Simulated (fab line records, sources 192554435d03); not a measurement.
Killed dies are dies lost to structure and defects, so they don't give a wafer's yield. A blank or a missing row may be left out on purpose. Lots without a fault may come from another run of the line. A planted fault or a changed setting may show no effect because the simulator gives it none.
Chamber matching | flow n5_finfet | N5_BEOL_M12_DESCUM_33 on rie_diel-03: 4 sister chambers
The step chemistry O2, time 7.9 s. 4 wafers are shown with their chamber, then 12 later ones without.

WAFERS WITH THEIR CHAMBER
wafer  | chamber | drypump_motor_current_A (A)
L085.6 | 1       | 6.5
L091.2 | 0       | 6.0
L091.5 | 3       | 5.6
L091.6 | 2       | 6.7

WAFERS WITHOUT THEIR CHAMBER
wafer  | drypump_motor_current_A (A)
L088.2 | 6.7
L088.3 | 6.0
L088.6 | 5.6
L092.1 | 6.0
L092.2 | 5.6
L092.4 | 6.5
L093.2 | 6.7
L093.4 | 5.6
L093.6 | 5.9
L097.1 | 6.7
L097.5 | 5.6
L097.6 | 6.7

WHICH CHAMBER EACH WENT THROUGH
wafer  | from the rows above | in truth
L088.2 | 2                   | 2
L088.3 | 0                   | 0
L088.6 | 3                   | 3
L092.1 | 0                   | 0
L092.2 | 3                   | 3
L092.4 | 1                   | 1
L093.2 | 2                   | 2
L093.4 | 3                   | 3
L093.6 | 0                   | 0
L097.1 | 2                   | 2
L097.5 | 3                   | 3
L097.6 | 2                   | 2
Placed correctly: 12 of 12. Can't be placed from these rows: 0. Placed wrongly: 0.
How it was worked out, from the rows above alone: a wafer's distance from a chamber is the root of the sum, over the readings, of the square of ((its reading less the chamber's mean) divided by the reading's scatter). The wafer belongs to the nearest chamber; if the next one is less than 2 further off, it can't be placed. A chamber's mean is the mean of its shown wafers. The scatter: with one shown wafer a chamber, the root of the mean of the squares of how far each hidden wafer lies from its nearest shown one.
